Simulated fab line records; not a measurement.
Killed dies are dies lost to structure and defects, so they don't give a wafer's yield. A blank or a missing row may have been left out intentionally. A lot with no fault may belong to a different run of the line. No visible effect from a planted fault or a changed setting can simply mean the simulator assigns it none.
Matching of chambers || flow n5 finfet || rie diel-03 running N5_BEOL_M0_SAQP_ETCH_83: 4 sister chambers
The step etches SiARC in CF4, target depth 39 nm, time 65 s. 22 wafers are shown with their chamber, then 11 later ones without.

== WAFERS WITH THEIR CHAMBER ==
{"wafer": "L076.1", "chamber": 2, "showerhead plenum p Torr (Torr)": 2.06, "drypump motor current A (A)": 6.09, "throttle valve pct (%)": 15.58}
{"wafer": "L076.2", "chamber": 1, "showerhead plenum p Torr (Torr)": 2.16, "drypump motor current A (A)": 5.98, "throttle valve pct (%)": 15.64}
{"wafer": "L076.6", "chamber": 3, "showerhead plenum p Torr (Torr)": 2.07, "drypump motor current A (A)": 5.70, "throttle valve pct (%)": 15.87}
{"wafer": "L077.3", "chamber": 2, "showerhead plenum p Torr (Torr)": 2.06, "drypump motor current A (A)": 6.02, "throttle valve pct (%)": 15.59}
{"wafer": "L077.4", "chamber": 3, "showerhead plenum p Torr (Torr)": 2.07, "drypump motor current A (A)": 5.71, "throttle valve pct (%)": 15.84}
{"wafer": "L077.5", "chamber": 1, "showerhead plenum p Torr (Torr)": 2.16, "drypump motor current A (A)": 5.94, "throttle valve pct (%)": 15.66}
{"wafer": "L081.1", "chamber": 3, "showerhead plenum p Torr (Torr)": 2.06, "drypump motor current A (A)": 5.71, "throttle valve pct (%)": 15.87}
{"wafer": "L081.4", "chamber": 3, "showerhead plenum p Torr (Torr)": 2.06, "drypump motor current A (A)": 5.72, "throttle valve pct (%)": 15.86}
{"wafer": "L081.6", "chamber": 1, "showerhead plenum p Torr (Torr)": 2.16, "drypump motor current A (A)": 5.96, "throttle valve pct (%)": 15.66}
{"wafer": "L083.1", "chamber": 1, "showerhead plenum p Torr (Torr)": 2.16, "drypump motor current A (A)": 5.91, "throttle valve pct (%)": 15.68}
{"wafer": "L083.2", "chamber": 3, "showerhead plenum p Torr (Torr)": 2.06, "drypump motor current A (A)": 5.70, "throttle valve pct (%)": 15.88}
{"wafer": "L083.3", "chamber": 2, "showerhead plenum p Torr (Torr)": 2.05, "drypump motor current A (A)": 6.03, "throttle valve pct (%)": 15.64}
{"wafer": "L083.4", "chamber": 0, "showerhead plenum p Torr (Torr)": 2.09, "drypump motor current A (A)": 6.42, "throttle valve pct (%)": 15.30}
{"wafer": "L083.5", "chamber": 2, "showerhead plenum p Torr (Torr)": 2.05, "drypump motor current A (A)": 6.09, "throttle valve pct (%)": 15.63}
{"wafer": "L083.6", "chamber": 1, "showerhead plenum p Torr (Torr)": 2.16, "drypump motor current A (A)": 5.95, "throttle valve pct (%)": 15.67}
{"wafer": "L084.1", "chamber": 2, "showerhead plenum p Torr (Torr)": 2.05, "drypump motor current A (A)": 6.03, "throttle valve pct (%)": 15.64}
{"wafer": "L084.2", "chamber": 3, "showerhead plenum p Torr (Torr)": 2.06, "drypump motor current A (A)": 5.71, "throttle valve pct (%)": 15.89}
{"wafer": "L084.3", "chamber": 1, "showerhead plenum p Torr (Torr)": 2.16, "drypump motor current A (A)": 6.02, "throttle valve pct (%)": 15.69}
{"wafer": "L084.4", "chamber": 0, "showerhead plenum p Torr (Torr)": 2.09, "drypump motor current A (A)": 6.41, "throttle valve pct (%)": 15.33}
{"wafer": "L084.5", "chamber": 2, "showerhead plenum p Torr (Torr)": 2.05, "drypump motor current A (A)": 6.01, "throttle valve pct (%)": 15.62}
{"wafer": "L084.6", "chamber": 3, "showerhead plenum p Torr (Torr)": 2.06, "drypump motor current A (A)": 5.71, "throttle valve pct (%)": 15.88}
{"wafer": "L087.3", "chamber": 0, "showerhead plenum p Torr (Torr)": 2.09, "drypump motor current A (A)": 6.41, "throttle valve pct (%)": 15.34}

SIGNATURES, as means of the wafers listed above
{"reading": "showerhead plenum p Torr", "chamber 0": 2.0900, "chamber 1": 2.1600, "chamber 2": 2.0533, "chamber 3": 2.0629, "scatter within a chamber": 0.00392}
{"reading": "drypump motor current A", "chamber 0": 6.4133, "chamber 1": 5.9600, "chamber 2": 6.0450, "chamber 3": 5.7086, "scatter within a chamber": 0.0276}
{"reading": "throttle valve pct", "chamber 0": 15.3233, "chamber 1": 15.6667, "chamber 2": 15.6167, "chamber 3": 15.8700, "scatter within a chamber": 0.0202}
Rule: a wafer lies at a distance from a chamber equal to the root of the sum of squares, over the readings, of (its reading less the chamber's mean, divided by the reading's scatter). The wafer belongs to the nearest chamber; if the next one is less than 2 further off, it can't be placed. The scatter: take each reading less its chamber's mean, square it, sum over the shown wafers, divide by the number of wafers less the number of chambers, and take the root.

== WAFERS WHOSE CHAMBER IS MISSING ==
{"wafer": "L087.4", "showerhead plenum p Torr (Torr)": 2.05, "drypump motor current A (A)": 6.09, "throttle valve pct (%)": 15.64}
{"wafer": "L087.6", "showerhead plenum p Torr (Torr)": 2.05, "drypump motor current A (A)": 6.06, "throttle valve pct (%)": 15.66}
{"wafer": "L090.1", "showerhead plenum p Torr (Torr)": 2.15, "drypump motor current A (A)": 5.97, "throttle valve pct (%)": 15.69}
{"wafer": "L090.2", "showerhead plenum p Torr (Torr)": 2.06, "drypump motor current A (A)": 5.72, "throttle valve pct (%)": 15.90}
{"wafer": "L090.4", "showerhead plenum p Torr (Torr)": 2.09, "drypump motor current A (A)": 6.37, "throttle valve pct (%)": 15.34}
{"wafer": "L093.1", "showerhead plenum p Torr (Torr)": 2.05, "drypump motor current A (A)": 6.07, "throttle valve pct (%)": 15.68}
{"wafer": "L093.2", "showerhead plenum p Torr (Torr)": 2.09, "drypump motor current A (A)": 6.41, "throttle valve pct (%)": 15.35}
{"wafer": "L093.5", "showerhead plenum p Torr (Torr)": 2.06, "drypump motor current A (A)": 5.69, "throttle valve pct (%)": 15.91}
{"wafer": "L096.3", "showerhead plenum p Torr (Torr)": 2.06, "drypump motor current A (A)": 5.71, "throttle valve pct (%)": 15.92}
{"wafer": "L096.5", "showerhead plenum p Torr (Torr)": 2.08, "drypump motor current A (A)": 6.42, "throttle valve pct (%)": 15.38}
{"wafer": "L096.6", "showerhead plenum p Torr (Torr)": 2.15, "drypump motor current A (A)": 5.95, "throttle valve pct (%)": 15.73}

== WHICH CHAMBER EACH WENT THROUGH ==
{"wafer": "L087.4", "from the rows above": 2, "in truth": 2}
{"wafer": "L087.6", "from the rows above": 2, "in truth": 2}
{"wafer": "L090.1", "from the rows above": 1, "in truth": 1}
{"wafer": "L090.2", "from the rows above": 3, "in truth": 3}
{"wafer": "L090.4", "from the rows above": 0, "in truth": 0}
{"wafer": "L093.1", "from the rows above": 2, "in truth": 2}
{"wafer": "L093.2", "from the rows above": 0, "in truth": 0}
{"wafer": "L093.5", "from the rows above": 3, "in truth": 3}
{"wafer": "L096.3", "from the rows above": 3, "in truth": 3}
{"wafer": "L096.5", "from the rows above": 0, "in truth": 0}
{"wafer": "L096.6", "from the rows above": 1, "in truth": 1}
Correct placement for 11 of the 11. Number that these rows cannot place: 0. Placed wrongly: 0.
